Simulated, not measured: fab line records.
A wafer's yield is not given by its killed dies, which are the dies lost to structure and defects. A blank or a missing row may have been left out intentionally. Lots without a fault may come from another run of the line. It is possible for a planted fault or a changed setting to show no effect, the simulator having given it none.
Comparing a struck lot with a sound one -- flow n5_finfet -- 18 steps out of a route of 1938
Sound: wafers L527.4, L527.5, L527.6. Struck: wafers L517.1, L517.3, L517.4. The cause is given at the end.
Each step with rows lists, per side, the tool, then ch with its chambers, then its first start. Under that, the readings that differ: sound wafers -- struck wafers -- difference of the means -- sigmas: that difference in standard deviations of wafers without a fault.
alike: a reading whose means differ by less than 2 such deviations, as well as words and numbers matching on both sides. not compared: withheld readings; readings where some wafer has no value; bounds like >300 that might hide an equal value; numbers whose values overlap and for which the record gives no deviation.
Wherever a step has rows on one side only, a row that says differs or no value, or a row with sigmas, the two part there. Non-overlapping numbers with no deviation appear without sigmas and do not part them. A reading that every wafer of one side lacks parts them only if that side has two wafers or more.

first, 8 steps without rows for these wafers: N5_DUMMY_GATE_DESCUM_20 (chemistry O2, time 6.2 s); N5_DUMMY_GATE_ETCH_29 (etches underlayer in N2/H2, target depth 13 nm); N5_DUMMY_GATE_ETCH_36 (etches SiARC in CF4, target depth 13 nm); N5_DUMMY_GATE_ETCH_37 (etches SOC in N2/H2, target depth 60 nm, overetch 30 nm); N5_DUMMY_GATE_STRIP_38 (strips in N2/H2); N5_DUMMY_GATE_STRIP_39 (strips in N2/H2); N5_DUMMY_GATE_TRIM_49 (chemistry O2, time 29 s, target cd 14 nm); N5_DUMMY_GATE_STRIP_40 (strips in CF4).
N5_DUMMY_GATE_ETCH_31: etches SiO2 in C4F6/O2, target depth 82.5 nm, time 27.5 s.
  sound on rie_diel-04 ch 1,2, day 6 23:22; struck on rie_diel-03 ch 0,2, day 4 16:04
  no value came back on the struck wafers for any of 8 readings (C4F6_flow_sccm (sccm), O2_flow_sccm (sccm) and others); on the sound wafers C4F6_flow_sccm (sccm) reads 9.97 10.00 10.01
reading,sound,struck,difference,sigmas
model.SOC_of_DUMMY_GATE_COAT_34.thk_nm (nm),52.2 51.8 51.6,60 60.2 60,+8,
  not compared: rf_hours_counter_h
then, 1 step without rows for these wafers: N5_DUMMY_GATE_STRIP_41 (strips in O2).
N5_DUMMY_GATE_HM_OPEN_21: chemistry CH3F/O2, target SiNx, target depth 120 nm, time 171.4 s.
  sound on rie_diel-04 ch 1,2, day 6 23:26; struck on rie_diel-03 ch 0,2, day 4 16:08
reading,sound,struck,difference,sigmas
oes_product_au (a.u.),0.74 0.74 0.88,0.30 0.34 0.30,-0.47,-6
  alike: drypump_motor_current_A, rf_fwd_power_W, rf_vpp_V, showerhead_plenum_p_Torr, throttle_valve_pct
  not compared: rf_hours_counter_h
then, 2 steps without rows for these wafers: N5_DUMMY_GATE_ETCH_32 (etches SiO2 in CF4, target depth 3.5 nm, time 3.9 s); N5_DUMMY_GATE_ETCH_23 (etches poly-Si in HBr/Cl2/O2, target depth 41 nm, time 22.3 s).
N5_DUMMY_GATE_ETCH_44: etches poly-Si in HBr/O2, stops on SiO2, target depth 127.5 nm.
  sound on rie_si-03 ch 0,2,3, day 6 23:42; struck on rie_si-01 ch 0,3, day 4 16:23
reading,sound,struck,difference,sigmas
oes_product_au (a.u.),0.723 0.721 0.733,0.369 0.387 0.382,-0.346,-29
  alike: HBr_flow_sccm, O2_flow_sccm, drypump_motor_current_A, rf_fwd_power_W, throttle_valve_pct
  not compared: rf_hours_counter_h
N5_DUMMY_GATE_CD_MEAS_24: the cd target is 15 nm.
  sound on cd_sem-03 at day 6 23:49; struck on cd_sem-01 at day 4 16:30
reading,sound,struck,difference,sigmas
cd_nm (nm),15.1 15.0 14.8,- - -,no value on the struck wafers,
then, 1 step without rows for these wafers: N5_DUMMY_GATE_ETCH_42 (etches SiO2 in CHF3/O2, target depth 3.5 nm, time 31 s).
N5_BEOL_M4_RC_MEAS_101:
  the record has rows for the sound wafers here (prober-02 ch 0, day 11 23:37) and none for the struck ones
-- record jumps: 9 days separate the struck wafers' starts on either side; left off in module BEOL_M4, taken up again in module PASSIVATION, whose first shown step is the route's number 1936 --
N5_PASSIVATION_PROBE_49:
  sound on prober-01 at day 16 02:13; struck on prober-02 at day 14 00:35
reading,sound,struck,difference,sigmas
defect_limited_yield (%),93.6 89.8 91.2,0 0 0,-92,-65
killed_at_front_end,36 50 34,1083 1086 1115,+1055,+96
killed_dies,75 120 104,1180 1180 1180,+1080,+68
killed_on_rim,11 18 14,152 152 152,+138,+40
killed_open,43 75 65,95 110 68,+30,+2
sort_bin_5_function (%),4.0 6.4 5.2,93.8 95.3 96.5,+90.0,+99
sort_bin_6_memory (%),2.2 3.6 3.3,5.8 4.3 3.3,+1.4,+2
sort_n_pass,1105 1060 1076,0 0 0,-1080,-68
sort_yield_pct (%),93.6 89.8 91.2,0 0 0,-92,-65
  alike: killed_at_M0_to_M3, killed_at_M4_up, killed_at_contacts, killed_at_other, killed_short

WHERE THEY PART
Last at N5_PASSIVATION_PROBE_49 as far as this record goes, first at N5_DUMMY_GATE_ETCH_31.

WHY: the cause the simulator had injected
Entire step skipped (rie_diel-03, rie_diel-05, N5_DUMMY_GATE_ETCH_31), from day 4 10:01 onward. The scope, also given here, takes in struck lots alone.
